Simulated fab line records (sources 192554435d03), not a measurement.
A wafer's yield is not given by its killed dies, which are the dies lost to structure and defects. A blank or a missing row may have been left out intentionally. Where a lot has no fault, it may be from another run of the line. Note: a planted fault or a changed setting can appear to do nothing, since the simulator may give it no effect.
Split-lot study -- flow n5Finfet -- route with 1938 steps; 7 lots, 21 wafers read

## ON THE SPLIT
At N5_BEOL_M1_COAT_68 (time 60 s, resist thk 12 nm), the setting spinRpm was moved away from the recipe's 1500 rpm on 11 of the 21 wafers read, by -6.6% to +11.1%. This setting was run at the recipe's value on the other wafers.

## FROM THE SPLIT TO THE READING: what the file shows between them, 8 steps
- N5_BEOL_M1_COAT_76: time 60 s, resist thk 5 nm (also split here: spinRpm)
- N5_BEOL_M1_COAT_22: resist thk 30 nm
- N5_BEOL_M1_EBR_24
- N5_BEOL_M1_DESCUM_33: chemistry O2, time 7 s
- N5_BEOL_M1_ETCH_77: etches underlayer in N2/H2, target depth 6.5 nm, time 5.2 s
- N5_BEOL_M1_ETCH_69: etches SiARC in CF4, target depth 15.6 nm, time 26 s
- N5_BEOL_M1_ALD_98: deposits SiO2, target thk 2.5 nm, pulse time 1 s, co reactant pulse time 1 s
- N5_BEOL_M1_ETCHBACK_99: etches SiO2 in CHF3, target depth 5 nm, time 10.4 s

## THE READING
SiARC_of_BEOL_M1_COAT_68.thkNm (the simulator's own value, which no gauge read), in nm, at N5_BEOL_M1_ETCH_70 (etches SOC in N2/H2, target depth 80 nm, overetch 16 nm, time 120 s). The file gives no usual value for it. Here, 10 wafers ran the recipe; their average is 6.4 nm with a standard deviation of 0.14 nm.

wafer,"tool, chamber at the split","spinRpm as run, rpm",against the recipe,"SiARC_of_BEOL_M1_COAT_68.thkNm, nm",against lot-mates on the recipe
L077.2,"lithoTrack-02, 0",1500,recipe,6.2,-
L077.4,"lithoTrack-02, 0",1500,recipe,6.2,-
L077.6,"lithoTrack-02, 0",1500,recipe,6.4,-
L078.3,"lithoTrack-01, 0",1500,recipe,6.4,-
L078.6,"lithoTrack-01, 0",1500,recipe,6.4,-
L078.5,"lithoTrack-01, 0",1500,recipe,6.2,-
L083.3,"lithoTrack-01, 0",1410,-6.0%,6.6,+0.2
L083.4,"lithoTrack-01, 0",1500,recipe,6.4,-
L083.5,"lithoTrack-01, 0",1410,-6.0%,6.8,+0.4
L085.2,"lithoTrack-03, 0",1500,recipe,6.6,-
L085.3,"lithoTrack-03, 0",1666,+11.1%,6,-0.6
L085.5,"lithoTrack-03, 0",1666,+11.1%,6,-0.6
L086.3,"lithoTrack-03, 0",1648,+9.9%,6,-0.6
L086.4,"lithoTrack-03, 0",1648,+9.9%,6,-0.6
L086.6,"lithoTrack-03, 0",1500,recipe,6.6,-
L089.3,"lithoTrack-03, 0",1500,recipe,6.4,-
L089.5,"lithoTrack-03, 0",1401,-6.6%,7,+0.6
L089.6,"lithoTrack-03, 0",1401,-6.6%,7.2,+0.8
L097.1,"lithoTrack-02, 0",1401,-6.6%,7.2,no lot-mate on the recipe
L097.4,"lithoTrack-02, 0",1401,-6.6%,7.2,no lot-mate on the recipe
L097.5,"lithoTrack-02, 0",1401,-6.6%,7.2,no lot-mate on the recipe

FIT RESULTS
A straight line over all 21 wafers: SiARC_of_BEOL_M1_COAT_68.thkNm changes by -0.0618 nm for each +1% of spinRpm; r = -0.87; the points scatter about the line by 0.21 nm.
The same after taking each lot's own level away (the mean of its wafers on the recipe; 18 wafers): -0.0644 nm for each +1%; r = -0.95; scatter 0.13 nm.
According to that fit, moving spinRpm by its largest amount changes the reading by 0.71 nm.
The lots' own levels span 6.27 to 6.60 nm, that is 2.4 times the standard deviation above.
Consequently the slope shifts little with the lot-to-lot level, the two slopes agreeing.
Check: for one of the wafers moved furthest among these (+11.1%), held out of the fit, the line's prediction against its lot-mates is -0.699 nm. It came out at -0.6 nm against them.

## OTHER SPLITS ON THESE WAFERS
Note: prior to the reading, these wafers also went through further splits. Each is held against what the fit with the lots' levels taken away leaves over:
other split on the same wafers,wafers away from the commonest value,r with SiARC_of_BEOL_M1_COAT_68.thkNm (lot level and that fit taken away)
N5_BEOL_M1_COAT_05 spinRpm,7,-0.40
N5_BEOL_M1_COAT_76 spinRpm,7,+0.43

## THE WHOLE CHAIN: every reading that the file lists as answering this split, in the file's order
step,what it does,reading,change (the file's fit),r (the file's)
N5_BEOL_M1_COAT_68,"time 60 s, resist thk 12 nm","SiARC_of_BEOL_M1_COAT_68.thkNm (the simulator's own value, which no gauge read)",-0.0555 nm for each +1% of the setting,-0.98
N5_BEOL_M1_ETCH_69,"etches SiARC in CF4, target depth 15.6 nm, time 26 s","etch.depthNm (the simulator's own value, which no gauge read)",-0.0598 nm for each +1% of the setting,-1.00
N5_BEOL_M1_ETCH_70,"etches SOC in N2/H2, target depth 80 nm, overetch 16 nm, time 120 s","SiARC_of_BEOL_M1_COAT_68.thkNm (the simulator's own value, which no gauge read)",-0.0634 nm for each +1% of the setting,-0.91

## THE FILE'S OWN FIT
SiARC_of_BEOL_M1_COAT_68.thkNm changes by -0.0634 nm for each +1% of spinRpm, r = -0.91.
